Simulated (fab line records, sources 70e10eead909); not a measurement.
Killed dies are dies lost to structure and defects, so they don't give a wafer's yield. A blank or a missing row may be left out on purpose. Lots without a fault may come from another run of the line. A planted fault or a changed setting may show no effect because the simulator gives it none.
A struck lot beside a sound one | flow nand_harc | 22 steps out of a route of 1302
Sound: wafers L990.1, L990.2, L990.4. Struck: wafers L997.1, L997.4, L997.6. The cause comes at the end.
At each step with rows: each side's tool, then ch and its chambers, then its first start. Under that, the readings that differ: sound wafers | struck wafers | difference of the means | sigmas: that difference in standard deviations of wafers without a fault.
alike: readings whose means differ by less than 2 such deviations, and words and numbers that are the same on both sides. not compared: withheld readings, readings that some wafer has no value for, bounds like >300 that may hide the same value, and numbers for which the record gives no deviation and whose values overlap.
The two part at a step that has a row with sigmas, a row that says differs or no value, or rows on one side only. Numbers that don't overlap but have no deviation are shown without sigmas and don't part them. A reading that every wafer of one side lacks parts them only if that side has two wafers or more.

first, 10 steps without rows for these wafers: NHARC_P_M0_SRD_25; NHARC_P_M0_PRE_CLEAN_31 (time 12 s); NHARC_P_M0_DEP_32 (deposits SiCN, target thk 30 nm); NHARC_P_M1_DEP_00 (deposits SiOC, target thk 182.5 nm); NHARC_P_M1_DEHYDRATE_01 (time 120 s); NHARC_P_M1_HMDS_02 (time 30 s); NHARC_P_M1_COAT_34 (time 65 s); NHARC_P_M1_COAT_03 (resist thk 90 nm); NHARC_P_M1_SOFTBAKE_04 (time 55 s); NHARC_P_M1_EBR_05.
NHARC_P_M1_EXPOSE_06: exposes mask P M1, target cd 130 nm.
  sound on arfi_scanner-03 ch 0, day 9 15:02; struck on arfi_scanner-03 ch 0, day 12 05:17
  reading              | sound             | struck               | difference | sigmas
  exposure_dose_mJ_cm2 | 81.83 81.76 81.87 | 102.24 102.29 102.26 | +20.44     | +99 or more
  alike: mask
then, 2 steps without rows for these wafers: NHARC_P_M1_PEB_07 (peb time 65 s); NHARC_P_M1_DEVELOP_08 (develop time 35 s).
NHARC_P_M1_CD_MEAS_09: target cd 130 nm.
  sound on cd_sem-02 ch 0, day 9 15:11; struck on cd_sem-01 ch 0, day 12 05:26
  reading    | sound             | struck            | difference | sigmas
  cd_nm (nm) | 129.2 129.0 129.8 | 143.7 143.8 143.8 | +14.4      | +27
NHARC_P_M1_DESCUM_14: chemistry O2, time 3 s.
  sound on rie_diel-06 ch 1,2,3, day 9 15:22; struck on rie_diel-02 ch 0,1,3, day 12 05:38
  reading               | sound           | struck            | difference | sigmas
  model.P_M1.cd_nm (nm) | 129.3 129 129.7 | 142.5 143.6 143.5 | +13.9      |
  alike: drypump_motor_current_A, o2_flow_sccm, oes_product_au, rf_vpp_V, showerhead_plenum_p_Torr, throttle_valve_pct
  not compared: rf_hours_counter_h
then, 2 steps without rows for these wafers: NHARC_P_M1_ETCH_35 (etches the open film in N2/H2, target depth 40 nm, overetch 12 nm, time 43.94 s); NHARC_P_M1_ETCH_15 (etches the open film in C4F8/Ar, target depth 182.5 nm, time 91.2 s).
NHARC_P_M1_CD_MEAS_16:
  sound on cd_sem-03, day 9 15:40; struck on cd_sem-03, day 12 05:59
  reading    | sound             | struck            | difference | sigmas
  cd_nm (nm) | 128.9 128.9 129.3 | 142.2 143.8 143.1 | +14.0      | +21
then, 1 step without rows for these wafers: NHARC_P_M1_STRIP_18 (strips in N2/H2).
NHARC_P_M1_ETCH_28: etches the open film in CF4/N2, target depth 30 nm, time 72.99 s.
  sound on rie_diel-10 ch 0,1,2; struck on rie_diel-02 ch 0,2,3
  reading               | sound           | struck            | difference | sigmas
  model.P_M1.cd_nm (nm) | 129 128.7 129.7 | 141.9 143.3 143.1 | +13.6      |
  alike: drypump_motor_current_A, oes_product_au, rf_fwd_power_W, rf_vpp_V, showerhead_plenum_p_Torr, throttle_valve_pct
  not compared: rf_hours_counter_h
then, 1 step without rows for these wafers: NHARC_P_M1_STRIP_19 (strips in post etch residue remover, time 600 s).
NHARC_END_SORT_01:
  the record has rows for the sound wafers here (prober-01 ch 0, day 27 20:34) and none for the struck ones

WHERE THEY PART
First at NHARC_P_M1_EXPOSE_06; last, within this record, at NHARC_END_SORT_01.

WHY: what the simulator had put in
Process parameter drift: arfi_scanner-03, from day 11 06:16 on, at NHARC_P_M1_EXPOSE_06. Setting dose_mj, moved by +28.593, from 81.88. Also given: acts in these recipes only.
